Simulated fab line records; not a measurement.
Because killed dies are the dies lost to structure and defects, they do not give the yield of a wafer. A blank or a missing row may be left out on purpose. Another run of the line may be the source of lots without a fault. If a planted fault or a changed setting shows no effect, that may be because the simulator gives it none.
A struck lot beside a sound one -- flow n5-finfet -- 16 out of 1938 route steps
Sound: wafers L751.1, L751.2, L751.5. The struck wafers were L768.1, L768.3, L768.5. Last of all comes the cause.
Each step with rows lists, per side, the tool, then ch with its chambers, then its first start. Under that, the readings that differ: sound wafers -- struck wafers -- difference of the means -- sigmas: that difference in standard deviations of wafers without a fault.
alike: same words and numbers on both sides, and readings whose means sit less than 2 such deviations apart. not compared: any withheld reading, any reading some wafer has no value for, any bound like >300 that may hide the same value, and any number with overlapping values for which the record gives no deviation.
A row with sigmas, a row that says differs or no value, or rows on one side alone: a step with any of these is where the two part. Non-overlapping numbers with no deviation appear without sigmas and do not part them. A reading that every wafer of one side lacks parts them only if that side has two wafers or more.

first, 3 steps without rows for these wafers: N5_SD_EPI_P_PRECLEAN_32 (cleans in dHF, time 10 s); N5_SD_EPI_P_PRECLEAN_33 (cleans in SC2, time 45 s); N5_SD_EPI_P_SRD_25 (time 30 s).
N5_SD_EPI_P_INSPECT_26: inspects for defects (darkfield).
  sound: defect-inspect-02 at day 4 01:20; struck: defect-inspect-01 at day 8 08:36
  alike: raw-defect-count
N5_SD_ACTIVATION_RTA_00: time 0 s.
  sound on rtp-anneal-01 ch 0, day 4 01:21; struck on rtp-anneal-01 ch 0, day 8 08:38
  alike: lamp-power-pct, lamp_zone_2_pct, lamp_zone_6_pct, wafer_temp_C_max
N5_SD_ACTIVATION_LSA_01: time 0.0008 s.
  sound on laser-anneal-02 ch 0, day 4 01:34; struck on laser-anneal-02 ch 0, day 8 08:50
  alike: wafer_temp_C_max
N5_SD_ACTIVATION_RS_MEAS_03: measurement is done with a four-point probe.
  sound: film-metro-02 at day 4 01:46; struck: film-metro-01 at day 8 09:02
  alike: RS_SD_N, RS_SD_P
N5_SD_ACTIVATION_INSPECT_02: inspects for defects (darkfield).
  sound: defect-inspect-01 at day 4 02:05; struck: defect-inspect-01 at day 8 09:22
  alike: raw-defect-count
N5_ILD0_LINER_00: material SiNx, target thk 4 nm, pulse time 1 s, purge time 2 s.
  sound on ald-sin-04 ch 0,3, day 4 02:07; struck on ald-sin-01 ch 0,1,2, day 8 09:30
  alike: heater-power-w, precursor-pulse-height-rel
then, 2 steps without rows for these wafers: N5_ILD0_FCVD_FILL_01 (material SiO2 flowable, target thk 200 nm, time 328.3 s); N5_ILD0_CURE_02 (time 1800 s).
N5_ILD0_CMP_03: polishes, stops on SiNx, t overpolish 1.9 s, target thk 197.38 nm.
  sound on cmp-01 ch 0,1,3, day 4 04:34; struck on cmp-02 ch 0,3, day 8 11:54
reading,sound,struck,difference,sigmas
time-to-endpoint-s (s),67 68 70,137 139 135,+69,+17
model.SiNx_of_DUMMY_GATE_HM_DEP_06.thk-nm (nm),77 77.4 77.6,78.4 77.8 78.2,+0.8,
  alike: motor-current-A, overpolish-run-s, slurry-filter-dp-kPa
N5_ILD0_THK_MEAS_04:
  sound: film-metro-01 at day 4 04:47; struck: film-metro-02 at day 8 12:10
reading,sound,struck,difference,sigmas
thk-nm (nm),196.8 197.3 198.5,201.4 201.6 200.7,+3.7,+3
N5_ILD0_CMP_07: polishes SiO2 flowable, stops on poly-Si, t overpolish 1.18 s, target thk 138.88 nm.
  sound on cmp-01 ch 0,2,3, day 4 04:51; struck on cmp-04 ch 0,3, day 8 12:14
  alike: motor-current-A, slurry-filter-dp-kPa
-- the record jumps here: 7 days lie between the struck wafers' starts before and after (it left off in module ILD0 and takes up again in module BEOL_M4, whose first step shown is number 1111 of the route) --
N5_BEOL_M4_RC_MEAS_101:
  sound on prober-01 ch 0, day 13 18:54; struck on prober-01 ch 0, day 15 03:50
  alike: DIBL_N, DIBL_P, IOFF_N, IOFF_P, ION_N, ION_P, SS_N, SS_P, VT_N, VT_P
then, 1 step without rows for these wafers: N5_PASSIVATION_PROBE_49.

== WHERE THEY PART ==
At N5_ILD0_CMP_03 first; at N5_ILD0_THK_MEAS_04 last (within this record only). Later steps at which nothing parts them and some readings are alike: N5_ILD0_CMP_07, N5_BEOL_M4_RC_MEAS_101.

WHY: the cause the simulator had injected
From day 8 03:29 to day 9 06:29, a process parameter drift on cmp-02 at N5_ILD0_CMP_03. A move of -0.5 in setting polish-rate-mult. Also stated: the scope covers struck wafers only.
